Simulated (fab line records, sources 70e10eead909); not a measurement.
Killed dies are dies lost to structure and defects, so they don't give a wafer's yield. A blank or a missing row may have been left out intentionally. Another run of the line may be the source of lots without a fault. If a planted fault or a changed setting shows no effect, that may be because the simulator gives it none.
fab line records	flow nand-harc
record: lots: 12	wafers: 36	last-day: 33
route steps=1302 shown THIN_TSV@1263 END@1302
lots untouched by any fault: they come from a run of this same line in which no faults occurred
start-h: hours from the record's opening day to when the first of the lot's shown wafers began	wait-h: hours elapsed since this lot's preceding step	" same as the row above	L1.1+2: a row that stands for several wafers	- either no value or no given start	* or withheld: withheld	< > ~ a bound
route shown NAME@n: NAME is a module with steps in the file, n the number in the route of the first one	usual: average and standard deviation across the fault-free wafers	same: alike in all rows	chamber/n: place in a boat	sites: per-site readings	_std_site: the values' standard deviation	_edge_site: inner sites' mean taken away from outer sites' mean	radius-mm: how far each site lies from the wafer's centre	mask NAME#n: copy n	behind: tool/chamber where the wafer was last shaped	hold: reason for holding the lot/hours on hold/outcome of the hold	device: the transistor (n, p or np) that didn't switch	end of line: the route-end tests of the same wafers	a step given without rows: its recipe and nothing more	killed: at the first sort, the dies lost to defects and structure; wafer yield is something else	map: a wafer's dies, x killed, . not, _ none there
set.NAME: the setting as run; set.NAME@STEP: as run at that earlier step	model.NAME: the simulator's own value behind a step, which no gauge read
one table for each step of the route and one row for each wafer, over a sample of lots
services: the hour from which a tool's chamber was out of use, counted from the record's first day as start-h (under 0 if before that day), plus the number of hours and why
== steps ==
step: NHARC_THIN_TSV_ETCH_15
recipe: target-depth-a: 30000	bosch-target-overetch-cycles: 2	bosch-etch-step-s: 2.8	bosch-dep-step-s: 1.2	bosch-cycles: 14
usual: drypump-motor-current-A: 6.0/0.38	he-backside-leak-sccm: 2.7/0.31
lot.wafer	tool	chamber	start-h	wait-h	drypump-motor-current-A	he-backside-leak-sccm	rf-hours-counter-h
L242.4	rie-si-06	2	541.57	-	5.9	2.4	0.7
L242.3	"	3	"	"	6.8	2.6	0.7
L242.6	"	1	"	"	6.0	2.4	-
L244.4	rie-si-01	3	556.98	-	6.4	2.5	0
L244.6	"	1	"	"	6.3	2.6	-
L244.5	"	2	"	"	6.1	2.4	-
L246.4	rie-si-06	2	578.59	-	6.0	2.4	1.0
L246.2	"	3	"	"	6.8	2.6	0.9
L246.6	"	2	"	"	5.9	2.4	-
L248.4	rie-si-03	0	595.85	-	6.2	2.7	0.0
L248.1	"	2	"	"	5.7	2.7	0.0
L248.5	"	0	"	"	6.2	2.8	-
L247.3	rie-si-03	1	597.15	-	5.9	3.0	0.1
L247.1	"	2	"	"	5.7	2.7	0.0
L247.5	"	1	"	"	5.9	2.9	-
L249.4	rie-si-03	1	608.00	-	5.9	3.0	0.2
L249.2	"	2	"	"	5.7	2.5	0.1
L249.1	"	3	"	"	5.2	2.9	0.2
L252.1	rie-si-06	1	636.66	-	6.0	2.4	0.1
L252.6	"	2	"	"	5.9	2.4	-
L252.5	"	3	"	"	6.8	2.5	-
L254.4	rie-si-01	1	648.43	-	6.2	2.8	0.6
L254.3	"	2	"	"	6.1	2.3	0.5
L254.6	"	1	"	"	6.3	2.6	-
L258.2	rie-si-03	0	720.85	-	6.1	2.8	0.9
L258.1	"	2	"	"	5.7	2.7	0.8
L258.6	"	1	"	"	5.9	2.9	-
L261.4	rie-si-06	1	749.80	-	6.0	2.3	0.7
L261.6	"	0	"	"	5.7	3.0	-
L261.5	"	1	"	"	6.0	2.3	-
L264.2	rie-si-06	2	757.45	-	5.9	2.3	1.0
L264.6	"	3	"	"	6.8	2.6	-
L264.5	"	0	"	"	5.7	3.0	-
L263.2	rie-si-01	0	758.65	-	6.4	2.6	0.3
L263.1	"	1	"	"	6.2	2.7	0.2
L263.6	"	2	"	"	6.1	2.5	-
step: NHARC_THIN_TSV_PRE_CLEAN_50
recipe: time-s: 30	temp-c: 280	gas: H2/He
usual: heater-power-w: 403/50
lot.wafer	tool	chamber	start-h	wait-h	heater-power-w
L242.3	pvd-sputter-01	-	-	-	501
L242.4	"	-	"	"	443
L242.6	"	-	"	"	343
L244.4	pvd-sputter-02	-	-	-	432
L244.5	"	-	"	"	373
L244.6	"	-	"	"	337
L246.2	pvd-sputter-02	-	-	-	330
L246.4	"	-	"	"	368
L246.6	"	-	"	"	343
L248.4	pvd-sputter-02	-	-	-	367
L248.1	"	-	"	"	335
L248.5	"	-	"	"	369
L247.3	pvd-sputter-02	-	-	-	425
L247.1	"	-	"	"	341
L247.5	"	-	"	"	328
L249.2	pvd-sputter-03	-	-	-	393
L249.1	"	-	"	"	451
L249.4	"	-	"	"	436
L252.1	pvd-sputter-02	-	-	-	333
L252.5	"	-	"	"	371
L252.6	"	-	"	"	334
L254.3	pvd-sputter-03	-	-	-	431
L254.4	"	-	"	"	458
L254.6	"	-	"	"	435
L258.1	pvd-sputter-03	-	-	-	410
L258.2	"	-	"	"	418
L258.6	"	-	"	"	424
L261.4	pvd-sputter-02	-	-	-	340
L261.6	"	-	"	"	401
L261.5	"	-	"	"	347
L264.2	pvd-sputter-03	-	-	-	423
L264.5	"	-	"	"	429
L264.6	"	-	"	"	415
L263.1	pvd-sputter-02	-	-	-	366
L263.2	"	-	"	"	406
L263.6	"	-	"	"	364
step: NHARC_THIN_TSV_ETCH_59
recipe: target-depth-a: 8800	icp-w: 900	bias-w: 100	Cl2_flow_sccm: 60	bcl3-flow-sccm: 30	time-s: 138.1	chemistry: Cl2/BCl3
usual: drypump-motor-current-A: 5.8/0.51	he-backside-leak-sccm: 3.37/0.19	mfc-cl2-sccm: 59.99/0.16	oes-product-au: 0.998/0.007	throttle-valve-pct: 22.264/0.0093
lot.wafer	tool	chamber	start-h	wait-h	drypump-motor-current-A	he-backside-leak-sccm	mfc-cl2-sccm	oes-product-au	rf-hours-counter-h	throttle-valve-pct
L242.3	rie-metal-02	1	547.33	0.2	6.0	3.31	59.99	1.012	-	22.254
L242.4	"	0	"	"	5.5	3.40	60.06	1.004	-	22.275
L242.6	"	1	"	"	6.0	3.51	59.90	1.002	-	22.267
L244.4	rie-metal-02	1	562.38	0.2	6.0	3.45	59.95	1.008	-	22.268
L244.6	"	1	"	"	6.0	3.48	60.20	0.996	-	22.259
L244.5	"	0	"	"	5.5	3.49	60.06	0.999	-	22.270
L246.2	rie-metal-02	1	583.91	0.2	6.0	3.61	59.78	0.998	2.3	22.269
L246.4	"	0	"	"	5.5	3.41	59.85	1.013	-	22.277
L246.6	"	0	"	"	5.5	3.50	60.16	1.010	-	22.265
L248.1	rie-metal-01	0	601.24	0.1	5.8	3.60	59.78	0.989	0.2	22.247
L248.4	"	0	"	"	5.8	3.60	59.79	1.000	-	22.279
L248.5	"	1	"	"	4.8	3.18	60.13	1.004	-	22.254
L247.1	rie-metal-03	0	602.58	0.2	6.5	3.00	60.03	0.999	1.0	22.276
L247.3	"	0	"	"	6.5	3.04	60.23	0.996	-	22.263
L247.5	"	1	"	"	6.0	3.48	59.91	0.999	-	22.265
L249.2	rie-metal-02	1	613.57	0.1	6.0	3.53	59.91	0.995	2.8	22.262
L249.1	"	0	"	"	5.5	3.34	59.97	1.011	2.8	22.276
L249.4	"	0	"	"	5.5	3.41	60.23	1.018	-	22.267
L252.1	rie-metal-03	1	641.92	0.1	6.0	3.48	59.90	1.001	1.7	22.262
L252.6	"	0	"	"	6.5	3.38	60.09	0.987	-	22.263
L252.5	"	1	"	"	6.0	3.48	60.09	0.982	-	22.258
L254.3	rie-metal-03	0	654.03	0.2	6.5	3.30	59.93	0.999	-	22.267
L254.4	"	1	"	"	6.0	3.55	60.20	0.997	-	22.243
L254.6	"	1	"	"	6.0	3.51	60.13	0.998	-	22.249
L258.1	rie-metal-02	1	726.22	0.1	6.0	3.66	59.97	0.987	1.2	22.271
L258.2	"	0	"	"	5.5	3.35	59.89	0.993	1.2	22.266
L258.6	"	1	"	"	6.0	3.53	60.00	0.999	-	22.252
L261.4	rie-metal-03	0	755.23	0.2	6.5	3.29	60.07	1.407	-	22.271
L261.6	"	0	"	"	6.5	3.13	60.03	0.988	-	22.263
L261.5	"	1	"	"	6.0	3.50	59.97	1.407	-	22.265
L264.2	rie-metal-01	0	762.90	0.1	5.8	3.29	60.05	1.017	0.0	22.273
L264.6	"	0	"	"	5.8	3.46	59.96	1.011	-	22.260
L264.5	"	1	"	"	4.8	3.00	59.89	1.005	-	22.272
L263.1	rie-metal-01	1	764.46	0.1	4.8	2.89	59.97	0.992	0.2	22.271
L263.2	"	0	"	"	5.8	3.41	60.38	1.009	0.2	22.265
L263.6	"	0	"	"	5.8	3.56	59.87	1.006	-	22.264
step: NHARC_THIN_TSV_ETCH_36
recipe: target-depth-a: 650	over-etch-frac: 0.3	time-s: 18.571	ion-energy-ev: 150	chemistry: Cl2/BCl3
usual: drypump-motor-current-A: 5.8/0.51	he-backside-leak-sccm: 3.38/0.21	oes-product-au: 0.999/0.0069
lot.wafer	tool	chamber	start-h	wait-h	drypump-motor-current-A	he-backside-leak-sccm	oes-product-au	rf-hours-counter-h
L242.4	rie-metal-02	0	547.54	0.1	5.5	3.39	1.002	-
L242.3	"	1	"	"	6.0	3.33	0.998	-
L242.6	"	1	"	"	6.0	3.35	1.007	-
L244.4	rie-metal-02	1	562.59	0.2	6.0	3.62	1.002	-
L244.6	"	0	"	"	5.5	3.32	1.010	-
L244.5	"	1	"	"	6.0	3.42	1.006	-
L246.2	rie-metal-02	1	584.14	0.2	6.0	3.40	0.988	2.4
L246.4	"	0	"	"	5.5	3.44	1.015	-
L246.6	"	1	"	"	6.0	3.55	0.983	-
L248.1	rie-metal-01	0	601.50	0.2	5.8	3.32	0.998	0.4
L248.4	"	1	"	"	4.9	3.34	1.008	-
L248.5	"	1	"	"	4.9	3.26	1.013	-
L247.1	rie-metal-03	0	602.81	0.2	6.5	3.13	0.995	1.1
L247.3	"	0	"	"	6.5	3.09	0.994	-
L247.5	"	0	"	"	6.5	3.08	0.992	-
L249.1	rie-metal-02	1	613.83	0.2	6.0	3.43	0.998	2.9
L249.2	"	0	"	"	5.5	3.56	1.000	2.9
L249.4	"	1	"	"	6.0	3.36	0.994	-
L252.1	rie-metal-03	1	642.20	0.2	6.0	3.45	1.000	1.9
L252.5	"	1	"	"	6.1	3.49	0.993	-
L252.6	"	0	"	"	6.6	3.38	0.998	-
L254.4	rie-metal-03	0	654.23	0.1	6.5	3.13	0.991	-
L254.3	"	1	"	"	6.0	3.54	1.007	-
L254.6	"	0	"	"	6.5	3.04	0.991	-
L258.2	rie-metal-02	1	726.48	0.2	6.0	3.32	0.997	1.3
L258.1	"	0	"	"	5.5	3.66	0.997	1.3
L258.6	"	0	"	"	5.5	3.54	0.999	-
L261.4	rie-metal-03	0	755.43	0.2	6.5	3.28	0.993	-
L261.6	"	1	"	"	6.0	3.48	1.008	-
L261.5	"	0	"	"	6.5	3.16	1.000	-
L264.2	rie-metal-01	0	763.15	0.2	5.8	3.60	1.008	0.2
L264.6	"	0	"	"	5.8	3.43	1.017	-
L264.5	"	1	"	"	4.9	3.03	0.996	-
L263.1	rie-metal-01	1	764.72	0.2	4.8	3.30	1.007	0.4
L263.2	"	0	"	"	5.8	3.64	1.004	0.4
L263.6	"	1	"	"	4.8	3.21	0.998	-
step: NHARC_THIN_TSV_CD_MEAS_37
usual: cd-nm: 5001.5/2.1
lot.wafer	tool	chamber	start-h	wait-h	cd-nm
L242.3	cd-sem-03	-	548.43	-	5000.3
L242.4	"	-	"	"	5002.8
L242.6	"	-	"	"	4999.5
L244.4	cd-sem-02	-	563.47	-	5001.5
L244.5	"	-	"	"	5000.6
L244.6	"	-	"	"	4998.3
L246.2	cd-sem-02	-	585.04	-	4999.3
L246.4	"	-	"	"	5001.8
L246.6	"	-	"	"	5000.3
L248.1	cd-sem-03	-	602.39	-	5000.7
L248.4	"	-	"	"	5002.5
L248.5	"	-	"	"	5001.6
L247.1	cd-sem-03	-	603.69	-	5001.0
L247.3	"	-	"	"	5001.1
L247.5	"	-	"	"	4997.1
L249.1	cd-sem-03	-	614.73	-	5002.0
L249.2	"	-	"	"	5005.1
L249.4	"	-	"	"	5001.2
L252.1	cd-sem-03	-	643.11	-	5003.0
L252.5	"	-	"	"	5001.9
L252.6	"	-	"	"	5002.2
L254.3	cd-sem-01	-	655.11	-	5003.2
L254.4	"	-	"	"	5003.6
L254.6	"	-	"	"	5003.5
L258.1	cd-sem-01	-	727.36	-	5002.8
L258.2	"	-	"	"	5005.0
L258.6	"	-	"	"	5002.7
L261.4	cd-sem-02	-	756.31	-	4978.4
L261.5	"	-	"	"	4974.0
L261.6	"	-	"	"	4997.1
L264.2	cd-sem-01	-	764.05	-	5000.3
L264.5	"	-	"	"	5000.1
L264.6	"	-	"	"	5001.8
L263.1	cd-sem-02	-	765.62	-	5003.1
L263.2	"	-	"	"	5003.8
L263.6	"	-	"	"	5001.5
step: NHARC_END_SORT_01
recipe: temp-c: 25
usual: defect-limited-yield: 90.3/3	killed-at-array: 60/21	killed-at-other: 1.0/1.2	killed-at-periphery: 4.2/2.8	killed-dies: 65/20	killed-open: 3.1/1.8	killed-short: 2.6/1.6
same: gross-dies: 677
lot.wafer	tool	chamber	start-h	wait-h	defect-limited-yield[%]	killed-at-array	killed-at-other	killed-at-periphery	killed-dies	killed-open	killed-short
L244.4	prober-02	0	572.72	3.4	92.8	42	0	7	49	1	1
L244.5	prober-02	0	573.53	3.7	91.6	49	1	7	57	2	4
L244.6	prober-02	0	574.33	4.0	91.7	44	2	10	56	1	2
L254.3	prober-01	0	665.72	3.1	88.8	73	0	3	76	2	4
L254.4	prober-01	0	666.51	3.4	91.4	58	0	0	58	1	2
L254.6	prober-01	0	668.08	3.9	91.9	55	0	0	55	1	2
L261.4	prober-01	0	773.41	3.4	92.2	48	0	5	53	3	2
L261.5	prober-01	0	774.23	3.7	91.6	48	0	9	57	4	3
L261.6	prober-01	0	775.04	4.1	91.7	44	0	12	56	3	2
L263.1	prober-01	0	778.83	2.5	97.0	15	1	4	20	2	2
L263.2	prober-01	0	779.63	2.8	95.1	22	2	9	33	4	3
L263.6	prober-01	0	782.82	4.0	95.4	19	3	9	31	5	2
killed by level:class
L244.4 A_CHANNEL_HOLE_D2:chamber-film-flake=32 P_GATE:chamber-film-flake=5 A_CONTACT:chamber-film-flake=4 A_STAIRCASE:chamber-film-flake=2 A_DECK1_JOINT:geometric-particle:open=1 A_SLIT:geometric-particle:short=1 P_STI:chamber-film-flake=1 P_BONDPAD:chamber-film-flake=1
L244.5 A_CHANNEL_HOLE_D2:chamber-film-flake=38 P_GATE:chamber-film-flake=5 A_ONON_D1:geometric-particle:short=2 A_CONTACT:chamber-film-flake=2 A_BLC:chamber-film-flake=2 P_M1:geometric-particle:open=1 A_CHANNEL_FILL_D1:geometric-particle:open=1 A_DECK1_JOINT:geometric-particle:short=1
L244.6 A_CHANNEL_HOLE_D2:chamber-film-flake=31 P_GATE:chamber-film-flake=6 A_CONTACT:chamber-film-flake=5 P_STI:chamber-film-flake=3 A_CHANNEL_HOLE_D1:chamber-film-flake=2 A_STAIRCASE:chamber-film-flake=2 THIN_TSV:chamber-film-flake=2 P_STI:geometric-particle:open=1
L254.3 A_CHANNEL_HOLE_D1:chamber-film-flake=34 A_CHANNEL_HOLE_D2:chamber-film-flake=22 A_ZERO_WELL:chamber-film-flake=4 A_SLIT:chamber-film-flake=3 A_STAIRCASE:chamber-film-flake=2 A_CONTACT:chamber-film-flake=2 P_STI:geometric-particle:open=1 P_CONTACT:geometric-particle:short=1
L254.4 A_CHANNEL_HOLE_D1:chamber-film-flake=35 A_CHANNEL_HOLE_D2:chamber-film-flake=8 A_STAIRCASE:chamber-film-flake=7 A_ZERO_WELL:chamber-film-flake=2 A_CHANNEL_FILL_D2:chamber-film-flake=2 A_DECK1_JOINT:geometric-particle:short=1 A_SLIT:geometric-particle:short=1 A_CONTACT:geometric-particle:open=1
L254.6 A_CHANNEL_HOLE_D1:chamber-film-flake=31 A_CHANNEL_HOLE_D2:chamber-film-flake=11 A_M0:chamber-film-flake=3 A_ZERO_WELL:chamber-film-flake=2 A_STAIRCASE:chamber-film-flake=2 A_CONTACT:chamber-film-flake=2 A_ONON_D2:geometric-particle:short=1 A_CHANNEL_FILL_D2:geometric-particle:short=1
L261.4 A_CHANNEL_HOLE_D2:chamber-film-flake=25 A_SLIT:chamber-film-flake=8 A_CONTACT:chamber-film-flake=5 A_CHANNEL_HOLE_D1:chamber-film-flake=4 P_BONDPAD:chamber-film-flake=2 P_GATE:chamber-film-flake=2 P_M1:geometric-particle:open=1 A_CHANNEL_FILL_D1:geometric-particle:short=1
L261.5 A_CHANNEL_HOLE_D2:chamber-film-flake=21 A_SLIT:chamber-film-flake=9 P_GATE:chamber-film-flake=5 A_CHANNEL_HOLE_D1:chamber-film-flake=5 A_CONTACT:chamber-film-flake=4 P_CONTACT:geometric-particle:open=3 A_STAIRCASE:chamber-film-flake=3 A_ONON_D1:geometric-particle:short=1
L261.6 A_CHANNEL_HOLE_D2:chamber-film-flake=16 A_CONTACT:chamber-film-flake=11 P_GATE:chamber-film-flake=7 A_SLIT:chamber-film-flake=7 A_CHANNEL_HOLE_D1:chamber-film-flake=4 A_STAIRCASE:chamber-film-flake=3 P_M0:geometric-particle:open=2 P_BONDPAD:chamber-film-flake=2
L263.1 A_SLIT:chamber-film-flake=5 A_CONTACT:chamber-film-flake=3 P_ZERO_WELL:chamber-film-flake=2 P_CONTACT:geometric-particle:short=1 A_DECK1_JOINT:geometric-particle:open=1 A_CHANNEL_FILL_D1:geometric-particle:open=1 A_ONON_D2:geometric-particle:short=1 P_GATE:chamber-film-flake=1
L263.2 A_SLIT:chamber-film-flake=7 A_CONTACT:chamber-film-flake=5 P_ZERO_WELL:chamber-film-flake=3 P_M0:chamber-film-flake=3 A_SGD_CUT:geometric-particle:open=2 THIN_TSV:chamber-film-flake=2 P_GATE:geometric-particle:open=1 P_M2:geometric-particle:short=1
L263.6 A_SLIT:chamber-film-flake=7 P_M0:chamber-film-flake=6 A_CONTACT:chamber-film-flake=4 THIN_TSV:chamber-film-flake=3 A_M0:geometric-particle:open=2 P_CONTACT:geometric-particle:open=1 P_M0:geometric-particle:open=1 A_CHANNEL_FILL_D1:geometric-particle:open=1
== services ==
tool	chamber	start-h	hours	kind
rie-metal-03	-	519.00	9.0	pm
rie-si-01	2	519.21	2.2	repair
pvd-sputter-03	-	526.02	10.0	pm
rie-si-01	1	542.19	11.0	repair
rie-si-01	-	547.06	9.0	pm
rie-metal-01	1	556.61	7.8	repair
rie-si-01	2	559.93	8.8	repair
rie-metal-01	-	575.00	9.0	pm
rie-si-03	-	575.00	9.0	pm
rie-metal-01	1	598.20	1.6	repair
rie-si-06	-	603.00	9.0	pm
rie-si-06	0	625.94	4.1	repair
rie-metal-02	-	631.00	9.0	pm
pvd-sputter-02	-	647.00	10.0	pm
rie-metal-01	-	666.97	0.9	repair
rie-metal-03	-	696.00	9.0	pm
pvd-sputter-03	-	704.02	10.0	pm
pvd-sputter-02	-	705.67	2.7	repair
rie-metal-01	1	720.98	8.5	repair
rie-si-06	-	734.11	1.6	repair
pvd-sputter-02	-	735.05	1.4	repair
pvd-sputter-02	-	742.51	1.9	repair
rie-metal-01	-	752.00	9.0	pm
rie-si-03	-	752.00	9.0	pm
== key ==
first-sign: step: NHARC_THIN_TSV_ETCH_59	reading: oes-product-au	direction: up	sigmas: 59	usual: 0.998	struck: 1.407
effect: step: NHARC_THIN_TSV_CD_MEAS_37	reading: cd-nm	direction: down	sigmas: 12	usual: 5001.5	struck: 4976.2
met-at NHARC_THIN_TSV_ETCH_59
struck-lots L261
struck-wafers L261.4,L261.5
not-acting-at NHARC_THIN_TSV_ETCH_15,NHARC_THIN_TSV_PRE_CLEAN_50,NHARC_THIN_TSV_ETCH_36
onset-between 654.03 755.23
fault: kind: process-parameter-drift	tool: rie-metal-03	chamber: -	onset-h: 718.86	steps: NHARC_THIN_TSV_ETCH_59	channel: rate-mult	offset: 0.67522	shape: step	end-h: 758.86	scope: struck-wafers-only
